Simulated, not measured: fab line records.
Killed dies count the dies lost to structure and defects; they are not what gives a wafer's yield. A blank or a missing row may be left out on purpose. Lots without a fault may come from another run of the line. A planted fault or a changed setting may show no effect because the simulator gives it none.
Comparing a struck lot with a sound one ; flow nandHarc ; 19 out of 1302 route steps
Sound: these wafers, L171.1, L171.3, L171.4. Wafers struck: L161.1, L161.5, L161.6. The cause is given at the end.
Each step with rows lists, per side, the tool, then ch with its chambers, then its first start. Under that, the readings that differ: sound wafers ; struck wafers ; difference of the means ; sigmas: that difference in standard deviations of wafers without a fault.
alike: readings with means less than 2 such deviations apart, plus words and numbers identical on both sides. not compared: withheld readings, readings lacking a value on some wafer, bounds such as >300 that could conceal the same value, and numbers that have no deviation in the record and whose values overlap.
Wherever a step has rows on one side only, a row that says differs or no value, or a row with sigmas, the two part there. Numbers that don't overlap but have no deviation are shown without sigmas and don't part them. A reading missing from all wafers of one side parts the sides only when that side holds two or more wafers.

first, 1 step without rows for these wafers: NHARC_P_GATE_DEVELOP_90 (time 70 s).
NHARC_P_GATE_CD_MEAS_91: the cd target is 2000 nm.
  sound on cdSem-03 ch 0, day 12 11:08; struck on cdSem-02 ch 0, day 8 05:16
  alike: cdNm
then, 1 step without rows for these wafers: NHARC_P_GATE_HARDBAKE_92 (time 80 s).
NHARC_P_GATE_DESCUM_93: chemistry O2, time 3 s.
  sound on rieDiel-09 ch 0,1,2, day 12 11:17; struck on rieDiel-10 ch 0,1,2, day 8 05:27
  alike: drypumpMotorCurrentA, oesProductAu, rfVppV, showerheadPlenumPTorr, throttleValvePct
  not compared: rfHoursCounterH
next, for these wafers, 1 step has no rows: NHARC_P_GATE_IMPLANT_94.
NHARC_P_GATE_STRIP_113: strips in N2/H2, time 740 s.
  sound on plasmaAsher-02 ch 0,1, day 12 11:46; struck on plasmaAsher-02 ch 0,1, day 8 05:55
  alike: drypumpMotorCurrentA, heaterPowerW
  not compared: rfHoursCounterH
then, 2 steps without rows for these wafers: NHARC_P_GATE_STRIP_95 (strips in O2); NHARC_P_GATE_STRIP_96 (strips in SPM, time 900 s).
NHARC_P_GATE_RTA_64: time 1 s.
  sound on rtpAnneal-01 ch 0, day 12 12:56; struck on rtpAnneal-01 ch 0, day 8 07:04
  alike: lampPowerPct, lamp_zone_3_pct, lamp_zone_7_pct, wafer_temp_C_max
then, 3 steps without rows for these wafers: NHARC_P_GATE_ETCH_77 (etches SiO2 in dHF, target depth 6 nm); NHARC_P_GATE_DEGAS_109 (time 60 s); NHARC_P_GATE_PRE_CLEAN_110 (time 30 s).
NHARC_P_GATE_SPUTTER_78: material Ni, target thk 10 nm.
  sound: pvdSputter-02 at day 12 13:20; struck: pvdSputter-01 at day 8 07:28
then, 1 step without rows for these wafers: NHARC_P_GATE_SPUTTER_79 (material TiN, target thk 10 nm).
NHARC_P_GATE_RTA_80: time 30 s.
  sound on rtpAnneal-01 ch 0, day 12 13:32; struck on rtpAnneal-02 ch 0, day 8 07:40
reading;sound;struck;difference;sigmas
lampPowerPct (%);2.17 2.16 2.17;2.04 2.04 2.04;-0.13;-2
lamp_zone_3_pct (%);2.17 2.17 2.17;2.04 2.04 2.04;-0.13;-2
lamp_zone_7_pct (%);2.27 2.27 2.27;2.14 2.14 2.14;-0.13;-2
  alike: wafer_temp_C_max
then, 1 step without rows for these wafers: NHARC_P_GATE_STRIP_67 (strips in SPM, time 600 s).
NHARC_P_GATE_RTA_82: time 30 s.
  sound on rtpAnneal-02 ch 0, day 12 14:01; struck on rtpAnneal-01 ch 0, day 8 08:08
reading;sound;struck;difference;sigmas
lampPowerPct (%);4.02 4.01 4.01;4.25 4.26 4.25;+0.24;+2
lamp_zone_7_pct (%);4.23 4.23 4.22;4.47 4.47 4.48;+0.25;+2
wafer_temp_C_max;452.0 452.7 451.6;454.0 453.8 453.7;+1.7;+3
  alike: lamp_zone_3_pct
NHARC_P_GATE_INSPECT_68:
  sound: defectInspect-02 at day 12 14:13; struck: defectInspect-01 at day 8 08:20
  alike: rawDefectCount
-- jump in the record: it breaks off in module P_GATE and resumes in module END (first step shown: number 1302 of the route), and 18 days separate the struck wafers' starts before and after --
NHARC_END_SORT_01:
  sound on prober-02 ch 0, day 31 01:38; struck on prober-01 ch 0, day 26 03:16
reading;sound;struck;difference;sigmas
killedAtPeriphery;4 3 3;586 583 571;+577;+99 or more
killedDies;64 68 75;648 641 648;+577;+36
  alike: killedAtArray, killedAtOther, killedOpen, killedShort

## WHERE THEY PART
At NHARC_P_GATE_RTA_80 first; at NHARC_END_SORT_01 last (within this record only).

WHY: the cause the simulator had injected
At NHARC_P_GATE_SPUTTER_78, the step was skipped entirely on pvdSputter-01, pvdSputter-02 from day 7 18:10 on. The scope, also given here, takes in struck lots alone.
